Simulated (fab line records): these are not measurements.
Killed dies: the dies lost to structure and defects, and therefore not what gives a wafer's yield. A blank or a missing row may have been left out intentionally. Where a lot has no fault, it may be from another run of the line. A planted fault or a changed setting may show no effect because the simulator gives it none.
fab line records | flow nandHarc
[record] lots = 24 wafers = 72 lastDay = 33
route steps=1302 shown A_STAIRCASE@876 A_SLIT@946 A_WL_FILL@952
lots with no fault: from the same line, run without faults
startH: start of the lot's first displayed wafer, in hours after the record's first day | waitH: how many hours have passed since the lot's step before this one | " as in the row above | L1.1+2: a single row standing in for several wafers | - no value, or no start given | * or withheld: withheld | < > ~ a bound
route shown NAME@n: a module of which the file shows steps, and the number in the route of the first | usual: mean and standard deviation over wafers with no fault | same: alike in all rows | chamber/n: place in a boat | sites: each site's reading | _std_site: standard deviation across them | _edge_site: outer sites' mean less inner sites' | radiusMm: for every site, how far away it sits from the centre of the wafer | mask NAME#n: copy n | behind: the tool/chamber that last shaped the wafer | hold: cause of the lot's hold/its duration in hours/its outcome | device: whichever transistor did not switch (one of n, p or np) | end of line: the route-end tests of the same wafers | a step given without rows: its recipe and nothing more | killed: dies lost to structure and defects at the first sort, not the wafer's yield | map: shows each die of a wafer: x if killed, . if not, _ if none is there
set.NAME: the setting as run; set.NAME@STEP: as run at that earlier step | model.NAME: the simulator's own value behind a step, which no gauge read
a sample of lots followed through the steps of the route, with each step as a table and each wafer as a row
services: when a tool's chamber went out of use (startH, in hours from the record's first day, below 0 if earlier), for how many hours, and the reason
[[steps]]
[step NHARC_A_STAIRCASE_CMP_450]
[recipe] targetThkNm = 200 material = SiO2
[usual] motorCurrentA = 12.1/1.2
// columns lot.wafer tool chamber startH waitH motorCurrentA
L074.3 cmp-03 0 422.52 - 13.7
L074.6 " 1 " " 13.2
L074.5 " 2 " " 10.5
L075.1 cmp-04 3 443.37 - 13.3
L075.2 " 1 " " 11.9
L075.5 " 3 " " 13.3
L076.3 cmp-03 0 443.52 - 13.6
L076.1 " 3 " " 10.7
L076.6 " 1 " " 13.3
L077.1 cmp-01 1 470.74 - 12.9
L077.6 " 2 " " 14.2
L077.5 " 3 " " 12.6
L079.3 cmp-03 0 470.82 - 14.1
L079.2 " 2 " " 10.2
L079.5 " 0 " " 13.1
L078.2 cmp-01 2 471.01 - 13.8
L078.4 " 3 " " 12.1
L078.5 " 2 " " 14.2
L080.4 cmp-01 1 490.68 - 12.4
L080.5 " 3 " " 12.5
L080.6 " 0 " " 13.3
L081.2 cmp-01 2 512.37 - 14.0
L081.1 " 0 " " 13.4
L081.3 " 1 " " 12.8
L082.4 cmp-04 2 512.53 - 10.8
L082.5 " 1 " " 11.5
L082.6 " 2 " " 11.2
L084.3 cmp-01 2 534.24 - 14.5
L084.2 " 0 " " 12.6
L084.6 " 3 " " 12.6
L083.3 cmp-04 3 534.50 - 13.5
L083.6 " 1 " " 11.1
L083.5 " 2 " " 10.6
L085.1 cmp-03 0 544.49 - 12.8
L085.4 " 1 " " 13.9
L085.6 " 3 " " 10.5
L086.2 cmp-04 3 550.99 - 13.0
L086.1 " 0 " " 11.4
L086.6 " 2 " " 10.6
L088.2 cmp-04 1 566.55 - 11.7
L088.1 " 2 " " 10.6
L088.4 " 3 " " 13.2
L087.3 cmp-03 3 566.77 - 10.3
L087.4 " 0 " " 13.7
L087.1 " 1 " " 13.5
L089.3 cmp-04 2 582.34 - 11.9
L089.2 " 0 " " 12.4
L089.6 " 3 " " 12.7
L091.4 cmp-04 3 585.74 - 13.1
L091.1 " 1 " " 11.6
L091.6 " 2 " " 11.5
L090.3 cmp-03 3 594.80 - 10.5
L090.6 " 3 " " 10.9
L090.5 " 0 " " 13.1
L093.1 cmp-03 2 615.74 - 10.8
L093.4 " 0 " " 13.2
L093.5 " 3 " " 10.7
L092.3 cmp-04 2 615.94 - 11.3
L092.2 " 1 " " 11.1
L092.5 " 2 " " 10.6
L094.1 cmp-03 3 626.04 - 10.6
L094.3 " 0 " " 13.4
L094.5 " 2 " " 10.7
L095.2 cmp-04 0 636.27 - 11.4
L095.4 " 1 " " 12.0
L095.5 " 3 " " 13.3
L096.4 cmp-03 2 636.56 - 11.1
L096.1 " 0 " " 13.4
L096.5 " 2 " " 10.6
L097.3 cmp-04 0 661.60 - 11.9
L097.2 " 3 " " 12.8
L097.6 " 1 " " 11.3
[step NHARC_A_STAIRCASE_ETCHBACK_157]
[recipe] targetDepthA = 900 overEtchFrac = 0.3 timeS = 167.14 ionEnergyEv = 120 ch3fFlowSccm = 50 o2FlowSccm = 30 arFlowSccm = 200 rfW = 500 biasW = 100 chemistry = CH3F/O2
[usual] drypumpMotorCurrentA = 5.7/0.35 mfcArSccm = 199.9/0.58 oesProductAu = 0.97/0.036 rfVppV = 243.7/1.6 showerheadPlenumPTorr = 2.42/0.096 throttleValvePct = 20.663/0.0083
// columns lot.wafer tool chamber startH waitH drypumpMotorCurrentA mfcArSccm oesProductAu rfHoursCounterH rfVppV showerheadPlenumPTorr throttleValvePct
L074.3 rieDiel-09 3 423.46 0.2 5.9 200.9 0.92 34 243.8 2.33 20.661
L074.6 " 0 " " 5.2 200.5 0.92 - 242.7 2.43 20.658
L074.5 " 1 " " 6.2 199.6 0.93 - 245.2 2.53 20.669
L075.2 rieDiel-12 2 444.29 0.1 6.0 199.7 0.92 63 246.7 2.63 20.663
L075.1 " 0 " " 5.6 201.2 0.93 55 243.9 2.48 20.661
L075.5 " 3 " " 5.1 199.4 0.95 - 244.6 2.47 20.666
L076.1 rieDiel-02 1 444.42 0.2 6.0 200.9 1.00 15 245.6 2.48 20.666
L076.3 " 2 " " 5.7 199.4 1.01 13 243.6 2.31 20.677
L076.6 " 3 " " 5.2 199.0 1.01 - 242.5 2.31 20.679
L077.1 rieDiel-02 0 471.66 0.2 6.1 200.5 1.01 19 244.8 2.44 20.665
L077.6 " 1 " " 6.0 199.3 1.00 - 244.3 2.48 20.663
L077.5 " 2 " " 5.7 200.0 1.00 - 243.4 2.31 20.663
L079.2 rieDiel-12 1 471.70 0.1 5.5 199.1 1.00 9 241.9 2.33 20.679
L079.3 " 0 " " 5.6 200.6 1.02 7 244.5 2.48 20.679
L079.5 " 1 " " 5.6 199.7 1.00 - 243.0 2.33 20.670
L078.4 rieDiel-02 1 471.92 0.2 6.0 200.4 0.92 25 243.1 2.48 20.667
L078.2 " 2 " " 5.7 199.8 0.91 22 242.0 2.31 20.675
L078.5 " 0 " " 6.1 199.6 0.94 - 243.8 2.44 20.653
L080.5 rieDiel-12 0 491.66 0.2 5.6 199.2 1.02 - 245.0 2.48 20.648
L080.4 " 2 " " 6.0 200.2 0.99 - 246.4 2.63 20.666
L080.6 " 3 " " 5.1 200.4 1.01 - 246.5 2.47 20.668
L081.1 rieDiel-09 3 513.26 0.2 5.9 199.7 1.02 3 243.4 2.32 20.674
L081.3 " 0 " " 5.3 200.2 1.00 2 244.0 2.42 20.657
L081.2 " 1 " " 6.2 199.4 1.02 2 244.0 2.52 20.670
L082.4 rieDiel-02 0 513.45 0.2 6.1 200.2 1.00 33 244.2 2.44 20.668
L082.5 " 2 " " 5.7 200.3 1.01 - 242.3 2.31 20.662
L082.6 " 3 " " 5.2 199.4 1.00 - 242.3 2.31 20.663
L084.3 rieDiel-02 1 535.13 0.2 6.0 199.8 0.94 44 244.3 2.47 20.666
L084.2 " 0 " " 6.1 200.3 0.92 42 245.0 2.43 20.676
L084.6 " 2 " " 5.7 200.2 0.93 - 243.4 2.30 20.688
L083.3 rieDiel-02 1 535.39 0.2 6.0 199.8 1.00 45 244.6 2.47 20.666
L083.5 " 0 " " 6.1 200.7 1.00 - 243.1 2.43 20.666
L083.6 " 1 " " 6.0 199.8 1.01 - 245.1 2.47 20.658
L085.1 rieDiel-12 3 545.41 0.2 5.1 199.6 0.93 33 244.0 2.46 20.659
L085.4 " 0 " " 5.6 200.4 0.93 33 242.5 2.47 20.667
L085.6 " 1 " " 5.6 200.6 0.94 - 240.2 2.32 20.645
L086.1 rieDiel-02 3 551.86 0.2 5.2 199.9 0.94 51 241.1 2.30 20.650
L086.2 " 1 " " 6.0 199.0 0.93 50 245.1 2.47 20.658
L086.6 " 3 " " 5.2 200.3 0.95 - 241.3 2.30 20.666
L088.4 rieDiel-12 3 567.44 0.2 5.1 200.8 0.95 41 241.8 2.45 20.664
L088.1 " 1 " " 5.6 200.1 0.97 38 243.3 2.32 20.658
L088.2 " 2 " " 6.0 200.2 0.95 41 246.5 2.62 20.655
L087.4 rieDiel-02 2 567.65 0.2 5.7 200.6 0.97 52 242.3 2.30 20.667
L087.3 " 3 " " 5.2 200.5 1.00 55 241.5 2.30 20.669
L087.1 " 1 " " 6.0 200.3 0.99 58 243.7 2.46 20.675
L089.2 rieDiel-09 1 583.25 0.2 6.1 201.3 0.93 22 245.3 2.51 20.656
L089.3 " 2 " " 5.7 199.7 0.92 22 245.3 2.53 20.646
L089.6 " 0 " " 5.2 200.3 0.92 - 243.1 2.41 20.660
L091.1 rieDiel-09 1 586.65 0.2 6.1 199.3 0.94 22 245.4 2.51 20.654
L091.4 " 3 " " 5.9 200.1 0.92 21 242.4 2.32 20.675
L091.6 " 1 " " 6.1 200.3 0.92 - 244.2 2.51 20.672
L090.3 rieDiel-12 0 595.72 0.2 5.6 200.1 1.01 54 242.9 2.46 20.676
L090.5 " 3 " " 5.1 200.3 1.02 - 242.7 2.45 20.665
L090.6 " 0 " " 5.6 200.0 1.00 - 246.1 2.46 20.662
L093.1 rieDiel-02 1 616.64 0.2 6.0 199.4 1.01 12 245.0 2.46 20.652
L093.4 " 3 " " 5.3 200.2 1.03 8 242.2 2.29 20.667
L093.5 " 2 " " 5.7 199.9 1.00 - 240.1 2.30 20.667
L092.3 rieDiel-02 1 616.85 0.1 6.0 200.0 1.00 12 244.9 2.46 20.665
L092.2 " 2 " " 5.7 199.0 0.98 10 241.7 2.30 20.664
L092.5 " 2 " " 5.7 199.3 0.98 - 240.9 2.29 20.670
L094.3 rieDiel-02 0 626.96 0.2 6.1 198.8 0.99 16 243.1 2.42 20.660
L094.1 " 2 " " 5.7 198.7 0.99 15 242.6 2.29 20.668
L094.5 " 0 " " 6.0 199.8 0.99 - 243.5 2.42 20.666
L095.4 rieDiel-02 2 637.19 0.2 5.7 200.2 0.99 21 241.6 2.29 20.669
L095.2 " 3 " " 5.2 199.5 1.02 20 242.1 2.29 20.659
L095.5 " 0 " " 6.1 200.2 0.99 - 246.0 2.42 20.663
L096.4 rieDiel-09 3 637.48 0.2 5.9 200.6 0.96 36 242.3 2.31 20.654
L096.1 " 0 " " 5.2 199.0 0.96 40 244.0 2.40 20.664
L096.5 " 1 " " 6.2 200.0 0.95 - 245.5 2.51 20.661
L097.3 rieDiel-02 0 662.48 0.1 6.1 200.2 0.98 29 244.0 2.42 20.670
L097.2 " 1 " " 6.0 199.9 0.99 31 244.5 2.45 20.656
L097.6 " 0 " " 6.1 200.2 0.98 - 244.2 2.42 20.662
[step NHARC_A_SLIT_CD_MEAS_21]
[usual] cdNm = 289.4/1.1
// columns lot.wafer tool chamber startH waitH cdNm
L074.3 cdSem-01 - 446.67 - 288.2
L074.5 " - " " 290.5
L074.6 " - " " 288.4
L076.1 cdSem-01 - 465.84 - 289.3
L076.3 " - " " 290.6
L076.6 " - " " 290.9
L075.1 cdSem-03 - 466.57 - 289.4
L075.2 " - " " 288.9
L075.5 " - " " 289.7
L077.1 cdSem-01 - 498.28 - 289.6
L077.5 " - " " 289.2
L077.6 " - " " 289.9
L078.2 cdSem-01 - 499.78 - 289.0
L078.4 " - " " 289.2
L078.5 " - " " 288.9
L079.2 cdSem-01 - 502.14 - 289.9
L079.3 " - " " 290.1
L079.5 " - " " 289.6
L080.4 cdSem-02 - 517.51 - 289.7
L080.5 " - " " 289.7
L080.6 " - " " 288.6
L082.4 cdSem-02 - 533.73 - 289.3
L082.5 " - " " 288.5
L082.6 " - " " 288.6
L081.1 cdSem-03 - 537.52 - 290.5
L081.2 " - " " 290.0
L081.3 " - " " 290.4
L084.2 cdSem-03 - 555.48 - 288.9
L084.3 " - " " 290.5
L084.6 " - " " 288.7
L083.3 cdSem-01 - 557.19 - 289.8
L083.5 " - " " 287.8
L083.6 " - " " 290.6
L085.1 cdSem-01 - 569.47 - 291.0
L085.4 " - " " 289.4
L085.6 " - " " 289.1
L086.1 cdSem-03 - 576.00 - 290.3
L086.2 " - " " 288.8
L086.6 " - " " 289.8
L088.1 cdSem-03 - 587.25 0.1 289.6
L088.2 " - " " 288.8
L088.4 " - " " 289.8
L087.1 cdSem-02 - 588.04 0.1 285.9
L087.3 " - " " 288.3
L087.4 " - " " 286.4
L089.2 cdSem-03 - 603.60 - 290.2
L089.3 " - " " 289.5
L089.6 " - " " 289.0
L091.1 cdSem-03 - 607.47 - 287.5
L091.4 " - " " 289.6
L091.6 " - " " 288.0
L090.3 cdSem-03 - 615.86 - 289.0
L090.5 " - " " 290.0
L090.6 " - " " 290.3
L093.1 cdSem-01 - 638.19 - 288.6
L093.4 " - " " 288.1
L093.5 " - " " 289.4
L092.2 cdSem-01 - 638.44 - 289.5
L092.3 " - " " 289.9
L092.5 " - " " 289.7
L094.1 cdSem-03 - 647.00 - 290.8
L094.3 " - " " 290.1
L094.5 " - " " 290.7
L095.2 cdSem-03 - 661.17 - 287.5
L095.4 " - " " 289.0
L095.5 " - " " 287.7
L096.1 cdSem-03 - 664.43 - 290.8
L096.4 " - " " 290.4
L096.5 " - " " 292.0
L097.2 cdSem-01 - 682.23 - 291.0
L097.3 " - " " 291.0
L097.6 " - " " 291.0
[step NHARC_A_WL_FILL_ALD_00]
[recipe] targetThkA = 30 pulseTimeS = 3 aldCycles = 30 tempC = 300 material = Al2O3
[usual] heaterPowerW = 457/42 precursorPulseHeightRel = 1.001/0.02
// columns lot.wafer tool chamber startH waitH heaterPowerW precursorPulseHeightRel
L074.3 aldHk-03 3 452.00 0.1 406 0.987
L074.5 " 1 " " 428 1.017
L074.6 " 2 " " 456 0.971
L076.1 aldHk-02 0 472.57 0.1 529 1.030
L076.3 " 3 " " 482 1.006
L076.6 " 0 " " 524 1.007
L075.2 aldHk-03 3 472.63 0.1 401 0.984
L075.1 " 1 " " 442 0.962
L075.5 " 2 " " 450 0.993
L078.2 aldHk-04 2 504.96 0.1 484 1.000
L078.4 " 1 " " 431 1.015
L078.5 " 3 " " 403 1.003
L077.1 aldHk-04 1 505.20 0.3 424 1.027
L077.5 " 2 " " 482 0.992
L077.6 " 3 " " 396 0.997
L079.3 aldHk-04 0 508.81 0.1 480 0.989
L079.2 " 3 " " 406 1.001
L079.5 " 1 " " 428 0.981
L080.4 aldHk-03 0 524.17 0.1 461 0.985
L080.5 " 2 " " 447 0.969
L080.6 " 3 " " 396 0.970
L082.4 aldHk-04 2 540.44 0.1 490 0.976
L082.6 " 1 " " 440 1.040
L082.5 " 2 " " 480 0.981
L081.1 aldHk-04 3 544.18 0.1 411 1.020
L081.3 " 1 " " 442 1.001
L081.2 " 2 " " 485 1.010
L084.3 aldHk-03 0 562.26 0.1 463 0.995
L084.2 " 1 " " 430 1.014
L084.6 " 3 " " 400 1.033
L083.3 aldHk-02 1 563.92 0.1 508 1.016
L083.6 " 0 " " 490 1.001
L083.5 " 1 " " 519 1.005
L085.4 aldHk-02 0 576.15 0.1 511 0.998
L085.1 " 2 " " 401 1.018
L085.6 " 0 " " 512 1.062
L086.1 aldHk-04 3 582.77 0.1 413 0.978
L086.2 " 0 " " 503 0.990
L086.6 " 2 " " 481 0.975
L088.2 aldHk-02 1 593.88 0.1 524 1.016
L088.4 " 2 " " 393 1.005
L088.1 " 0 " " 501 1.021
L087.4 aldHk-03 1 593.88 0.1 439 1.025
L087.3 " 2 " " 448 1.027
L087.1 " 3 " " 394 0.991
L089.2 aldHk-04 0 610.30 0.1 503 1.031
L089.3 " 1 " " 442 1.019
L089.6 " 0 " " 503 0.972
L091.1 aldHk-03 0 614.37 0.3 469 1.006
L091.4 " 1 " " 440 0.997
L091.6 " 0 " " 459 0.989
L090.3 aldHk-03 3 622.60 0.1 378 1.023
L090.6 " 0 " " 452 1.012
L090.5 " 1 " " 436 1.019
L092.2 aldHk-02 1 644.84 0.1 507 0.982
L092.3 " 0 " " 497 0.982
L092.5 " 1 " " 501 0.997
L093.4 aldHk-04 1 644.87 0.1 411 0.997
L093.1 " 3 " " 396 1.007
L093.5 " 0 " " 489 1.032
L094.3 aldHk-04 0 653.64 0.1 482 1.041
L094.1 " 2 " " 467 1.001
L094.5 " 1 " " 408 0.999
L095.4 aldHk-03 3 667.94 0.1 396 0.989
L095.2 " 0 " " 466 1.013
L095.5 " 2 " " 468 0.985
L096.1 aldHk-02 2 671.13 0.1 408 0.968
L096.4 " 0 " " 506 0.997
L096.5 " 3 " " 527 1.019
L097.2 aldHk-02 1 688.92 0.1 510 0.998
L097.3 " 2 " " 398 0.960
L097.6 " 1 " " 519 1.016
[step NHARC_A_WL_FILL_ALD_02]
[recipe] targetThkA = 20 pulseTimeS = 3 aldCycles = 100 tempC = 450 material = TiN
[usual] heaterPowerW = 1084/68 precursorPulseHeightRel = 1.001/0.02
// columns lot.wafer tool chamber startH waitH heaterPowerW precursorPulseHeightRel
L074.3 aldMetal-03 0 452.46 0.2 1051 0.989
L074.5 " 3 " " 1211 1.003
L074.6 " 0 " " 1028 1.030
L076.3 aldMetal-01 1 473.05 0.1 1127 1.012
L076.1 " 2 " " 1148 0.986
L076.6 " 1 " " 1151 1.003
L075.2 aldMetal-04 1 473.26 0.2 1082 0.957
L075.1 " 2 " " 1026 1.024
L075.5 " 1 " " 1093 0.976
L078.2 aldMetal-03 0 505.44 0.2 1021 1.041
L078.4 " 1 " " 1007 0.977
L078.5 " 1 " " 1014 0.997
L077.1 aldMetal-04 1 505.61 0.2 1048 1.008
L077.5 " 1 " " 1043 1.034
L077.6 " 2 " " 985 1.010
L079.2 aldMetal-03 1 509.30 0.2 1006 0.991
L079.3 " 2 " " 1111 0.994
L079.5 " 1 " " 1025 0.997
L080.4 aldMetal-04 1 524.63 0.1 1050 1.002
L080.6 " 0 " " 1035 1.029
L080.5 " 1 " " 1071 1.019
L082.4 aldMetal-01 3 541.01 0.2 1084 0.987
L082.6 " 0 " " 982 0.964
L082.5 " 1 " " 1145 1.030
L081.3 aldMetal-03 3 544.66 0.1 1225 1.004
L081.1 " 0 " " 1073 0.993
L081.2 " 2 " " 1152 1.004
L084.3 aldMetal-01 0 562.71 0.1 1030 1.010
L084.2 " 3 " " 1097 0.996
L084.6 " 1 " " 1089 1.006
L083.3 aldMetal-03 0 564.40 0.2 1091 0.985
L083.5 " 3 " " 1227 0.969
L083.6 " 0 " " 1074 0.998
L085.4 aldMetal-01 1 576.67 0.1 1138 1.024
L085.1 " 2 " " 1107 0.966
L085.6 " 1 " " 1172 1.033
L086.2 aldMetal-03 3 583.19 0.2 1260 0.991
L086.1 " 0 " " 1084 1.018
L086.6 " 0 " " 1119 1.024
L088.2 aldMetal-01 3 594.40 0.2 1083 0.993
L088.4 " 0 " " 993 1.006
L088.1 " 1 " " 1159 1.005
L087.1 aldMetal-04 1 594.52 0.2 1078 1.002
L087.3 " 3 " " 1071 1.012
L087.4 " 0 " " 1009 0.993
L089.3 aldMetal-01 1 610.83 0.2 1155 1.002
L089.2 " 3 " " 1057 0.976
L089.6 " 1 " " 1144 1.036
L091.1 aldMetal-04 3 614.82 0.2 1049 1.010
L091.4 " 0 " " 1061 0.973
L091.6 " 3 " " 1073 1.025
L090.3 aldMetal-01 3 623.24 0.2 1109 1.006
L090.6 " 0 " " 1017 0.972
L090.5 " 1 " " 1159 0.995
L093.1 aldMetal-01 0 645.33 0.2 996 0.991
L093.4 " 3 " " 1114 1.003
L093.5 " 1 " " 1146 1.037
L092.2 aldMetal-04 3 645.35 0.2 1053 0.982
L092.3 " 1 " " 1050 0.990
L092.5 " 2 " " 971 1.022
L094.3 aldMetal-01 3 654.16 0.2 1109 1.007
L094.1 " 0 " " 1039 0.978
L094.5 " 3 " " 1144 0.997
L095.4 aldMetal-04 3 668.36 0.1 1087 1.002
L095.2 " 2 " " 982 0.980
L095.5 " 3 " " 1084 1.025
L096.1 aldMetal-03 0 671.77 0.2 1109 1.005
L096.4 " 3 " " 1286 1.009
L096.5 " 0 " " 1055 1.008
L097.2 aldMetal-01 2 689.51 0.2 1153 1.031
L097.3 " 1 " " 1145 0.981
L097.6 " 3 " " 1117 0.989
[step NHARC_A_WL_FILL_STRIP_27]
[recipe] powerW = 1500 tempC = 250 timeS = 20 chemistry = N2/H2
[usual] drypumpMotorCurrentA = 5.9/0.36 heaterPowerW = 325/40 rfReflPowerW = 19/4
// columns lot.wafer tool chamber startH waitH drypumpMotorCurrentA heaterPowerW rfHoursCounterH rfReflPowerW
L074.3 plasmaAsher-01 1 453.68 0.2 5.6 273 - 20
L074.6 " 0 " " 5.9 350 - 15
L074.5 " 1 " " 5.6 284 - 20
L076.1 plasmaAsher-01 1 474.34 0.1 5.6 286 26 19
L076.3 " 1 " " 5.6 278 - 21
L076.6 " 1 " " 5.6 274 - 21
L075.1 plasmaAsher-02 0 474.44 0.1 6.5 381 8 26
L075.2 " 1 " " 5.5 305 8 15
L075.5 " 1 " " 5.5 299 - 17
L078.2 plasmaAsher-02 1 506.65 0.1 5.5 316 16 16
L078.4 " 0 " " 6.5 387 - 26
L078.5 " 0 " " 6.5 392 - 26
L077.1 plasmaAsher-01 1 506.80 0.1 5.6 293 32 19
L077.5 " 1 " " 5.6 285 - 20
L077.6 " 0 " " 6.0 343 - 15
L079.2 plasmaAsher-01 0 510.51 0.2 5.9 348 32 15
L079.3 " 1 " " 5.6 277 - 21
L079.5 " 1 " " 5.6 275 - 20
L080.4 plasmaAsher-02 1 525.87 0.2 5.5 302 - 18
L080.5 " 0 " " 6.5 389 - 26
L080.6 " 1 " " 5.5 308 - 16
L082.4 plasmaAsher-01 1 542.15 0.2 5.6 275 - -
L082.5 " 0 " " 6.0 349 - -
L082.6 " 1 " " 5.6 270 - -
L081.1 plasmaAsher-01 1 545.86 0.1 5.6 277 3 20
L081.2 " 0 " " 5.9 350 3 15
L081.3 " 1 " " 5.6 276 - 20
L084.2 plasmaAsher-01 0 563.90 0.1 5.9 358 7 14
L084.3 " 0 " " 5.9 364 - 15
L084.6 " 0 " " 6.0 351 - 14
L083.3 plasmaAsher-01 0 565.60 0.1 6.0 341 - 16
L083.5 " 0 " " 5.9 350 - 15
L083.6 " 1 " " 5.6 276 - 19
L085.1 plasmaAsher-01 1 577.84 0.2 5.6 276 9 -
L085.4 " 0 " " 6.0 347 - -
L085.6 " 0 " " 5.9 343 - -
L086.2 plasmaAsher-01 1 584.38 0.1 5.6 275 10 19
L086.1 " 0 " " 5.9 348 10 14
L086.6 " 0 " " 5.9 356 - 14
L088.2 plasmaAsher-01 0 595.55 0.1 5.9 356 13 -
L088.1 " 1 " " 5.6 279 13 -
L088.4 " 0 " " 5.9 351 - -
L087.1 plasmaAsher-02 1 595.77 0.1 5.5 303 37 -
L087.3 " 0 " " 6.5 385 - -
L087.4 " 1 " " 5.5 307 - -
L089.2 plasmaAsher-01 0 611.99 0.1 5.9 353 16 -
L089.3 " 0 " " 5.9 356 - -
L089.6 " 1 " " 5.6 272 - -
L091.1 plasmaAsher-02 0 616.03 0.1 6.5 381 1 -
L091.4 " 1 " " 5.5 314 - -
L091.6 " 0 " " 6.5 374 - -
L090.3 plasmaAsher-01 1 624.38 0.2 5.6 271 - 20
L090.6 " 0 " " 5.9 350 - 14
L090.5 " 1 " " 5.6 270 - 20
L092.2 plasmaAsher-02 0 646.53 0.1 6.6 374 8 -
L092.3 " 0 " " 6.5 374 - -
L092.5 " 1 " " 5.5 309 - -
L093.1 plasmaAsher-02 1 646.82 0.1 5.4 311 9 17
L093.4 " 0 " " 6.5 370 - 28
L093.5 " 1 " " 5.5 306 - 17
L094.1 plasmaAsher-02 0 655.34 0.2 6.5 382 10 27
L094.3 " 0 " " 6.5 378 - 25
L094.5 " 0 " " 6.5 372 - 26
L095.2 plasmaAsher-01 0 669.55 0.1 5.9 346 29 -
L095.4 " 1 " " 5.6 276 - -
L095.5 " 1 " " 5.6 276 - -
L096.1 plasmaAsher-01 1 672.98 0.2 5.6 279 30 19
L096.4 " 1 " " 5.6 271 - 21
L096.5 " 0 " " 6.0 352 - 15
L097.2 plasmaAsher-02 0 690.86 0.3 6.5 377 16 -
L097.3 " 1 " " 5.5 307 - -
L097.6 " 0 " " 6.5 376 - -
[[services]]
// columns tool chamber startH hours kind
cmp-04 - 405.00 4.0 pm
rieDiel-02 0 426.05 19.7 repair
plasmaAsher-02 - 426.28 9.0 pm
aldHk-04 - 433.47 10.0 pm
aldMetal-01 - 441.02 0.4 repair
cmp-03 - 456.00 4.0 pm
cmp-04 - 469.23 2.2 repair
aldMetal-01 3 471.35 2.6 repair
aldMetal-04 - 474.57 10.0 pm
cmp-03 - 478.51 1.1 repair
plasmaAsher-01 - 488.89 2.5 repair
cmp-04 - 503.00 4.0 pm
plasmaAsher-01 - 519.28 9.0 pm
aldMetal-01 - 526.00 10.0 pm
aldHk-02 - 530.86 10.0 pm
cmp-03 - 554.00 4.0 pm
aldMetal-03 - 568.00 10.0 pm
cmp-03 - 575.63 0.4 repair
cmp-04 - 601.00 4.0 pm
plasmaAsher-02 - 603.28 9.0 pm
aldHk-04 - 611.47 10.0 pm
cmp-03 - 652.00 4.0 pm
cmp-04 - 676.52 0.7 repair
cmp-03 - 678.41 3.6 repair
[[key]]
fault none
